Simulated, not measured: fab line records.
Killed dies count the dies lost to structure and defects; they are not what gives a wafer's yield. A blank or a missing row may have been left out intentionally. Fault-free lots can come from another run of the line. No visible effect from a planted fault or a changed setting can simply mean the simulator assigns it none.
What tool caused it? -- flow nand harc -- 11 lots with 33 wafers sampled at 6 steps, on a route of 1302 steps

== WHAT THE GAUGES SHOWED, per wafer ==
NHARC_END_SORT_01.
lot,measured,on,defect limited yield (%)
L926,day 28 06:10,prober-01,91.6 93.9 90.8
L930,day 30 09:56,prober-01,91.7 88.5
L931,day 30 02:10,prober-01,96.9
L939,day 34 00:17,prober-02,94.7 94.4 89.7

== TOOL THAT RAN EACH LOT (tool first, then ch and the chambers of the sampled wafers, then the start) ==
lot,NHARC_P_M2_ETCH_15,NHARC_P_M2_PVD_21,NHARC_P_M2_ECD_22,NHARC_P_M2_ANNEAL_31,NHARC_P_M2_CMP_23
L919,"rie diel-08 ch 2,3, day 7 03:32 or earlier","pvd sputter-01, day 7 03:32 or earlier","ecd cu-01 ch 0,1, day 7 03:32","rtp anneal-02 ch 0, day 7 03:53","cmp-02 ch 1,2,3, day 7 04:12"
L920,"rie diel-08 ch 1,2,3, day 8 02:46 or earlier","pvd sputter-01, day 8 02:46 or earlier","ecd cu-01 ch 0,1, day 8 02:46","rtp anneal-02 ch 0, day 8 03:08","cmp-01 ch 0,3, day 8 03:26"
L921,"rie diel-09 ch 0,1,3, day 8 03:33 or earlier","pvd sputter-01, day 8 03:33 or earlier","ecd cu-01 ch 0,1, day 8 03:33","rtp anneal-02 ch 0, day 8 03:55","cmp-04 ch 1,2,3, day 8 04:13"
L923,"rie diel-08 ch 0,1,2, day 8 19:47 or earlier","pvd sputter-02, day 8 19:47 or earlier","ecd cu-02 ch 0,1, day 8 19:47","rtp anneal-01 ch 0, day 8 20:10","cmp-02 ch 0,1,3, day 8 20:24"
L925,"rie diel-02 ch 2,3, day 9 18:43 or earlier","pvd sputter-01, day 9 18:43 or earlier","ecd cu-01 ch 0,1, day 9 18:43","rtp anneal-01 ch 0, day 9 19:05","cmp-01 ch 1,2,3, day 9 19:25"
L926,"rie diel-09 ch 0,1,2, day 10 12:26 or earlier","pvd sputter-03, day 10 12:26 or earlier","ecd cu-02 ch 0,1, day 10 12:26","rtp anneal-01 ch 0, day 10 12:51","cmp-02 ch 0,2,3, day 10 13:10"
L930,"rie diel-08 ch 1,3, day 12 13:52 or earlier","pvd sputter-02, day 12 13:52 or earlier","ecd cu-02 ch 0,1, day 12 13:52","rtp anneal-01 ch 0, day 12 14:14","cmp-02 ch 1,2,3, day 12 14:29"
L931,"rie diel-02 ch 1,2,3, day 12 14:20 or earlier","pvd sputter-01, day 12 14:20 or earlier","ecd cu-01 ch 1, day 12 14:20","rtp anneal-02 ch 0, day 12 14:46","cmp-04 ch 0,2,3, day 12 15:07"
L932,"rie diel-02 ch 0,1,3, day 12 15:59 or earlier","pvd sputter-03, day 12 15:59 or earlier","ecd cu-02 ch 0,1, day 12 15:59","rtp anneal-01 ch 0, day 12 16:25","cmp-01 ch 1,2,3, day 12 16:42"
L939,"rie diel-02 ch 0,1,2, day 15 14:03 or earlier","pvd sputter-02, day 15 14:03 or earlier","ecd cu-01 ch 0,1, day 15 14:03","rtp anneal-01 ch 0, day 15 14:29","cmp-01 ch 0,3, day 15 14:47"
L940,"rie diel-08 ch 0,2,3, day 15 23:12 or earlier","pvd sputter-01, day 15 23:12 or earlier","ecd cu-02 ch 0,1, day 15 23:12","rtp anneal-02 ch 0, day 15 23:35","cmp-04 ch 0,1, day 15 23:56"
- NHARC_P_M2_ETCH_15: etches the open film in C4F8/Ar, target depth 182.5 nm, time 91.2 s.
- NHARC_P_M2_PVD_21: deposits Cu, target thk 30 nm, time 20.49 s.
- NHARC_P_M2_ECD_22: material Cu, target thk 400 nm.
- NHARC_P_M2_ANNEAL_31: time 90 s.
- NHARC_P_M2_CMP_23: polishes, t overpolish 20 s, target thk 144.3 nm.

== THE ANSWER, worked out from the rows above alone ==
Rule: the lots themselves supply what counts as usual. Put in order of their means at a reading, lots are off if they are a third of the lots or fewer, leave a main group of 4 or more, and stand apart from it by a gap of 3 or more times the standard deviation of the main group's means; of several such gaps the widest counts. A main group is skipped when, at the precision printed for the reading in the tables above, its means are all equal. Also off: a lot with no number at a reading for which 4 or more lots have one. The other lots that the step has rows for count as sound.
None of the lots is off at any reading shown; this tells nothing.

== WHAT HAD BEEN PUT IN BY THE SIMULATOR ==
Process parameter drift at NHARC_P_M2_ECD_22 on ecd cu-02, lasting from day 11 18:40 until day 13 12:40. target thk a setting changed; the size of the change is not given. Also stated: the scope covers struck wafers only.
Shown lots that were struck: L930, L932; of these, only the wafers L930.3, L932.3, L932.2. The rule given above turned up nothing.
